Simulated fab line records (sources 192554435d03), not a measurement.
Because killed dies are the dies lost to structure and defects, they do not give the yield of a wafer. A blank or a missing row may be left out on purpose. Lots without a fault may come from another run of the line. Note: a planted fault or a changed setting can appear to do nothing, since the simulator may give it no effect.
Chamber matching -- flow n5-finfet -- N5_BEOL_M8_VIA_ETCH_34 on rie-diel-05: 4 sister chambers
The step etches SiCOH lowk in C4F6/O2, target depth 125.5 nm, time 50.5 s. 4 wafers are shown with their chamber, then 7 later ones without.

## WAFERS WITH THEIR CHAMBER
wafer,chamber,showerhead-plenum-p-Torr (Torr)
L084.1,2,2.58
L085.5,1,2.93
L093.1,3,2.81
L093.4,0,2.92

## WAFERS WHOSE CHAMBER IS MISSING
wafer,showerhead-plenum-p-Torr (Torr)
L093.6,2.92
L092.2,2.92
L092.4,2.80
L092.6,2.92
L095.3,2.57
L095.5,2.91
L095.6,2.80

## WHICH CHAMBER EACH ONE RAN IN
wafer,from the rows above,in truth
L093.6,can't be placed: 0 or 1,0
L092.2,can't be placed: 0 or 1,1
L092.4,3,3
L092.6,can't be placed: 0 or 1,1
L095.3,2,2
L095.5,can't be placed: 0 or 1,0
L095.6,3,3
Correct placement for 3 of the 7. Can't be placed from these rows: 4 (the true chamber is among the candidates in 4). Placed wrongly: 0.
How it was worked out, from the rows above alone: a wafer's distance from a chamber is the root of the sum, over the readings, of the square of ((its reading less the chamber's mean) divided by the reading's scatter). If the next closest chamber is less than 2 further off than the closest, the wafer can't be placed; otherwise it belongs to the closest. For every chamber, the mean is computed from those of its wafers that are shown. The scatter: root of mean squared gap, hidden wafer to nearest shown wafer, with one shown wafer a chamber.
